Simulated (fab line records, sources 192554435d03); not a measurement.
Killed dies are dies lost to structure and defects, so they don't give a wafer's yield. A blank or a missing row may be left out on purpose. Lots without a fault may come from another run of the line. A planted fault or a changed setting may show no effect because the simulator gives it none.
Split-lot experiment | flow n5_finfet | 7 lots, 21 wafers read, on a route of 1938 steps

THE SPLIT
At N5_BEOL_M1_DEP_57 (deposits SiCN from 3MS/NH3, target thk 8 nm, time 14 s), the setting time_s was moved away from the recipe's 14 s on 9 of the 21 wafers read, by -14.2% to +14.1%. The other wafers ran this setting at the recipe's value.

The reading is taken at the split's own step.

THE READING
SiCN_of_BEOL_M1_DEP_57.thk_nm (the simulator's own value, which no gauge read), in nm, at N5_BEOL_M1_DEP_57 (deposits SiCN from 3MS/NH3, target thk 8 nm, time 14 s). The file gives no usual value for it. The 12 wafers here that ran the recipe average 7.9 nm, standard deviation 0.21 nm.

wafer  | tool, chamber at the split | time_s as run, s | against the recipe | SiCN_of_BEOL_M1_DEP_57.thk_nm, nm | against lot-mates on the recipe
L075.1 | pecvd-03, 0,1              | 14.6             | +4.3%              | 8.2                               | +0.2
L075.3 | pecvd-03, 0,1              | 14.6             | +4.3%              | 8.2                               | +0.2
L075.6 | pecvd-03, 0                | 14               | recipe             | 8                                 | -
L077.3 | pecvd-02, 2                | 14               | recipe             | 8                                 | -
L077.4 | pecvd-02, 0,2              | 12.01            | -14.2%             | 7                                 | -1.0
L077.6 | pecvd-02, 0,2              | 12.01            | -14.2%             | 7                                 | -1.0
L082.4 | pecvd-02, 2                | 14               | recipe             | 8                                 | -
L082.5 | pecvd-02, 1                | 15.98            | +14.1%             | 9.2                               | +1.1
L082.6 | pecvd-02, 0                | 14               | recipe             | 8.2                               | -
L089.2 | pecvd-04, 2                | 14               | recipe             | 7.8                               | -
L089.4 | pecvd-04, 2,0              | 14               | recipe             | 8.2                               | -
L089.6 | pecvd-04, 2,0              | 14               | recipe             | 8.2                               | -
L092.2 | pecvd-04, 0                | 13.27            | -5.2%              | 7.2                               | -0.6
L092.3 | pecvd-04, 2,0              | 14               | recipe             | 7.8                               | -
L092.4 | pecvd-04, 2,0              | 14               | recipe             | 7.8                               | -
L096.2 | pecvd-02, 0,1              | 14.75            | +5.4%              | 8.2                               | no lot-mate on the recipe
L096.6 | pecvd-02, 0,1              | 14.75            | +5.4%              | 8.2                               | no lot-mate on the recipe
L096.5 | pecvd-02, 2                | 14.75            | +5.4%              | 8                                 | no lot-mate on the recipe
L097.2 | pecvd-04, 1,2              | 14               | recipe             | 7.6                               | -
L097.3 | pecvd-04, 1,2              | 14               | recipe             | 7.6                               | -
L097.6 | pecvd-04, 0                | 14               | recipe             | 7.8                               | -
Where a row lists several chambers, the file gives one row for several wafers and doesn't say which wafer went through which chamber.

THE FIT
A straight line over all 21 wafers: SiCN_of_BEOL_M1_DEP_57.thk_nm changes by +0.0716 nm for each +1% of time_s; r = +0.91; the points scatter about the line by 0.21 nm.
The same after taking each lot's own level away (the mean of its wafers on the recipe; 18 wafers): +0.0728 nm for each +1%; r = +0.97; scatter 0.12 nm.
On that fit, the largest move of time_s shifts the reading by 1 nm.
The lots' own levels span 7.67 to 8.10 nm, that is 2.1 times the standard deviation above.
So the lot-to-lot level changes the slope little: the two slopes agree.
Check: with one of the wafers moved furthest among these (-14.2%) left out of the fit, the line predicts -1.08 nm for it against its lot-mates. It came out at -1 nm against them.

OTHER SPLITS ON THESE WAFERS
These wafers also went through other splits before the reading. Each is held against what the fit with the lots' levels taken away leaves over:
other split on the same wafers            | wafers away from the commonest value | r with SiCN_of_BEOL_M1_DEP_57.thk_nm (lot level and that fit taken away)
N5_SDB_CUT_ETCH_26 icp_w                  | 7                                    | -0.06
N5_GATE_CUT_ETCH_56 icp_w                 | 6                                    | -0.19
N5_GATE_CUT_ETCH_58 time_s                | 6                                    | +0.08
N5_MOL_CONTACT_COAG_COAT_02 spin_rpm      | 4                                    | -0.17
N5_MOL_CONTACT_COAG_ETCH_105 bias_w       | 5                                    | +0.12
N5_MOL_CONTACT_COAG_VIA_ETCH_46 bias_w    | 6                                    | -0.15
N5_MOL_CONTACT_COAG_VIA_ETCH_117 bias_w   | 9                                    | +0.31
N5_BEOL_M0_SAQP_SPACER1_ALD_98 ald_cycles | 7                                    | +0.41
N5_BEOL_M0_ETCH_138 bias_w                | 7                                    | +0.48

THE FILE'S OWN FIT
SiCN_of_BEOL_M1_DEP_57.thk_nm changes by +0.0754 nm for each +1% of time_s, r = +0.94.
